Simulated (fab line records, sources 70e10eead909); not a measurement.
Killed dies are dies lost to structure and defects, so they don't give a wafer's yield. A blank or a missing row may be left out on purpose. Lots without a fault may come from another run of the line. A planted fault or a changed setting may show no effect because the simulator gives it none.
Chamber matching | flow nand_harc | NHARC_P_M1_PRE_CLEAN_32 on pecvd-03: 3 sister chambers
The step time 12 s. 3 wafers are shown with their chamber, then 7 later ones without.

WAFERS WITH THEIR CHAMBER
wafer  | chamber | heater_power_w (W)
L089.4 | 0       | 563
L090.1 | 2       | 675
L090.2 | 1       | 689

WAFERS WITHOUT THEIR CHAMBER
wafer  | heater_power_w (W)
L090.3 | 683
L095.1 | 705
L095.4 | 684
L095.5 | 641
L096.4 | 673
L096.5 | 716
L096.6 | 637

WHICH CHAMBER EACH WENT THROUGH
wafer  | from the rows above          | in truth
L090.3 | can't be placed: 1 or 2      | 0
L095.1 | can't be placed: 1 or 2      | 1
L095.4 | can't be placed: 1 or 2      | 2
L095.5 | can't be placed: 2 or 1 or 0 | 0
L096.4 | can't be placed: 2 or 1      | 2
L096.5 | can't be placed: 1 or 2      | 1
L096.6 | can't be placed: 2 or 1 or 0 | 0
Placed correctly: 0 of 7. Can't be placed from these rows: 7 (the true chamber is among the candidates in 6). Placed wrongly: 0.
How it was worked out, from the rows above alone: a wafer's distance from a chamber is the root of the sum, over the readings, of the square of ((its reading less the chamber's mean) divided by the reading's scatter). The wafer belongs to the nearest chamber; if the next one is less than 2 further off, it can't be placed. A chamber's mean is the mean of its shown wafers. The scatter: with one shown wafer a chamber, the root of the mean of the squares of how far each hidden wafer lies from its nearest shown one.
